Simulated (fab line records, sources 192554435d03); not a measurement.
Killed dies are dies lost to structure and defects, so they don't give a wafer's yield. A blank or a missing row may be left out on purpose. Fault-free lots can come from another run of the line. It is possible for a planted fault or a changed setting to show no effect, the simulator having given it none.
Split-lot study / flow n5 finfet / 7 lots, 21 wafers read, on a route of 1938 steps

ABOUT THE SPLIT
At N5_BEOL_M3_COAT_22 (resist thk 30 nm), the setting spin rpm was moved away from the recipe's 1500 rpm on 6 of the 21 wafers read, by -10.9% to +5.0%. All remaining wafers had this setting at the recipe value.

FROM THE SPLIT TO THE READING: what the file shows between them, 2 steps
- N5_BEOL_M3_EBR_24
- N5_BEOL_M3_SOFTBAKE_23: time 60 s

THE READING
CAR-EUV_of_BEOL_M3_COAT_22.thk nm (the simulator's own value, which no gauge read), in nm, at N5_BEOL_M3_DESCUM_33 (chemistry O2, time 7 s). There is no usual value for it anywhere in the file. Here, 15 wafers ran the recipe; their average is 26.1 nm with a standard deviation of 0.12 nm.

wafer=L074.2; tool, chamber at the split=litho track-05, 0; spin rpm as run, rpm=1456; against the recipe=-2.9%; CAR-EUV_of_BEOL_M3_COAT_22.thk nm, nm=26.6; against lot-mates on the recipe=+0.4
wafer=L074.4; tool, chamber at the split=litho track-05, 0; spin rpm as run, rpm=1456; against the recipe=-2.9%; CAR-EUV_of_BEOL_M3_COAT_22.thk nm, nm=26.6; against lot-mates on the recipe=+0.4
wafer=L074.5; tool, chamber at the split=litho track-05, 0; spin rpm as run, rpm=1500; against the recipe=recipe; CAR-EUV_of_BEOL_M3_COAT_22.thk nm, nm=26.2; against lot-mates on the recipe=-
wafer=L079.1; tool, chamber at the split=litho track-05, 0; spin rpm as run, rpm=1500; against the recipe=recipe; CAR-EUV_of_BEOL_M3_COAT_22.thk nm, nm=26.2; against lot-mates on the recipe=-
wafer=L079.5; tool, chamber at the split=litho track-05, 0; spin rpm as run, rpm=1500; against the recipe=recipe; CAR-EUV_of_BEOL_M3_COAT_22.thk nm, nm=26.2; against lot-mates on the recipe=-
wafer=L079.2; tool, chamber at the split=litho track-05, 0; spin rpm as run, rpm=1575; against the recipe=+5.0%; CAR-EUV_of_BEOL_M3_COAT_22.thk nm, nm=25.6; against lot-mates on the recipe=-0.6
wafer=L084.4; tool, chamber at the split=litho track-05, 0; spin rpm as run, rpm=1500; against the recipe=recipe; CAR-EUV_of_BEOL_M3_COAT_22.thk nm, nm=25.8; against lot-mates on the recipe=-
wafer=L084.5; tool, chamber at the split=litho track-05, 0; spin rpm as run, rpm=1500; against the recipe=recipe; CAR-EUV_of_BEOL_M3_COAT_22.thk nm, nm=26; against lot-mates on the recipe=-
wafer=L084.6; tool, chamber at the split=litho track-05, 0; spin rpm as run, rpm=1500; against the recipe=recipe; CAR-EUV_of_BEOL_M3_COAT_22.thk nm, nm=26; against lot-mates on the recipe=-
wafer=L086.4; tool, chamber at the split=litho track-05, 0; spin rpm as run, rpm=1500; against the recipe=recipe; CAR-EUV_of_BEOL_M3_COAT_22.thk nm, nm=26; against lot-mates on the recipe=-
wafer=L086.5; tool, chamber at the split=litho track-05, 0; spin rpm as run, rpm=1500; against the recipe=recipe; CAR-EUV_of_BEOL_M3_COAT_22.thk nm, nm=26; against lot-mates on the recipe=-
wafer=L086.6; tool, chamber at the split=litho track-05, 0; spin rpm as run, rpm=1500; against the recipe=recipe; CAR-EUV_of_BEOL_M3_COAT_22.thk nm, nm=26; against lot-mates on the recipe=-
wafer=L089.3; tool, chamber at the split=litho track-03, 0; spin rpm as run, rpm=1551; against the recipe=+3.4%; CAR-EUV_of_BEOL_M3_COAT_22.thk nm, nm=25.6; against lot-mates on the recipe=-0.6
wafer=L089.4; tool, chamber at the split=litho track-03, 0; spin rpm as run, rpm=1551; against the recipe=+3.4%; CAR-EUV_of_BEOL_M3_COAT_22.thk nm, nm=25.6; against lot-mates on the recipe=-0.6
wafer=L089.6; tool, chamber at the split=litho track-03, 0; spin rpm as run, rpm=1500; against the recipe=recipe; CAR-EUV_of_BEOL_M3_COAT_22.thk nm, nm=26.2; against lot-mates on the recipe=-
wafer=L093.1; tool, chamber at the split=litho track-03, 0; spin rpm as run, rpm=1500; against the recipe=recipe; CAR-EUV_of_BEOL_M3_COAT_22.thk nm, nm=26; against lot-mates on the recipe=-
wafer=L093.4; tool, chamber at the split=litho track-03, 0; spin rpm as run, rpm=1500; against the recipe=recipe; CAR-EUV_of_BEOL_M3_COAT_22.thk nm, nm=26; against lot-mates on the recipe=-
wafer=L093.5; tool, chamber at the split=litho track-03, 0; spin rpm as run, rpm=1500; against the recipe=recipe; CAR-EUV_of_BEOL_M3_COAT_22.thk nm, nm=26; against lot-mates on the recipe=-
wafer=L096.1; tool, chamber at the split=litho track-02, 0; spin rpm as run, rpm=1500; against the recipe=recipe; CAR-EUV_of_BEOL_M3_COAT_22.thk nm, nm=26.2; against lot-mates on the recipe=-
wafer=L096.6; tool, chamber at the split=litho track-02, 0; spin rpm as run, rpm=1500; against the recipe=recipe; CAR-EUV_of_BEOL_M3_COAT_22.thk nm, nm=26.2; against lot-mates on the recipe=-
wafer=L096.2; tool, chamber at the split=litho track-02, 0; spin rpm as run, rpm=1336; against the recipe=-10.9%; CAR-EUV_of_BEOL_M3_COAT_22.thk nm, nm=27.8; against lot-mates on the recipe=+1.6

THE FIT
A straight line over all 21 wafers: CAR-EUV_of_BEOL_M3_COAT_22.thk nm changes by -0.148 nm for each +1% of spin rpm; r = -0.96; the points scatter about the line by 0.13 nm.
The same after taking each lot's own level away (the mean of its wafers on the recipe; 21 wafers): -0.146 nm for each +1%; r = -0.99; scatter 0.059 nm.
That fit puts the effect of the largest move of spin rpm on the reading at 1.6 nm.
Across the lots, their own levels run from 25.93 to 26.20 nm, a range of 2.2 times the standard deviation given above.
Consequently the slope shifts little with the lot-to-lot level, the two slopes agreeing.
Check: with one of the wafers moved furthest among these (-10.9%) left out of the fit, the line predicts +1.56 nm for it against its lot-mates. Against them it came out at +1.6 nm.

THESE WAFERS: OTHER SPLITS
Other splits were also applied to these wafers ahead of the reading. Each is held against what the fit with the lots' levels taken away leaves over:
other split on the same wafers=N5_BEOL_M0_SAQP_DEVELOP_13 develop time s; wafers away from the commonest value=10; r with CAR-EUV_of_BEOL_M3_COAT_22.thk nm (lot level and that fit taken away)=+0.05
other split on the same wafers=N5_BEOL_M1_TRENCH_ETCH_37 bias w; wafers away from the commonest value=5; r with CAR-EUV_of_BEOL_M3_COAT_22.thk nm (lot level and that fit taken away)=-0.07
other split on the same wafers=N5_BEOL_M3_COAT_05 spin rpm; wafers away from the commonest value=12; r with CAR-EUV_of_BEOL_M3_COAT_22.thk nm (lot level and that fit taken away)=+0.28
other split on the same wafers=N5_BEOL_M3_EXPOSE_08 dose mj; wafers away from the commonest value=7; r with CAR-EUV_of_BEOL_M3_COAT_22.thk nm (lot level and that fit taken away)=-0.13
other split on the same wafers=N5_BEOL_M3_COAT_67 spin rpm; wafers away from the commonest value=6; r with CAR-EUV_of_BEOL_M3_COAT_22.thk nm (lot level and that fit taken away)=+0.23

THE WHOLE CHAIN: every reading that the file lists as answering this split, in the file's order
step=N5_BEOL_M3_COAT_22; what it does=resist thk 30 nm; reading=CAR-EUV_of_BEOL_M3_COAT_22.thk nm (the simulator's own value, which no gauge read); change (the file's fit)=-0.159 nm for each +1% of the setting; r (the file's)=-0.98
step=N5_BEOL_M3_DESCUM_33; what it does=chemistry O2, time 7 s; reading=CAR-EUV_of_BEOL_M3_COAT_22.thk nm (the simulator's own value, which no gauge read); change (the file's fit)=-0.144 nm for each +1% of the setting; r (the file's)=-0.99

THE FILE'S OWN FIT
CAR-EUV_of_BEOL_M3_COAT_22.thk nm changes by -0.144 nm for each +1% of spin rpm, r = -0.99.
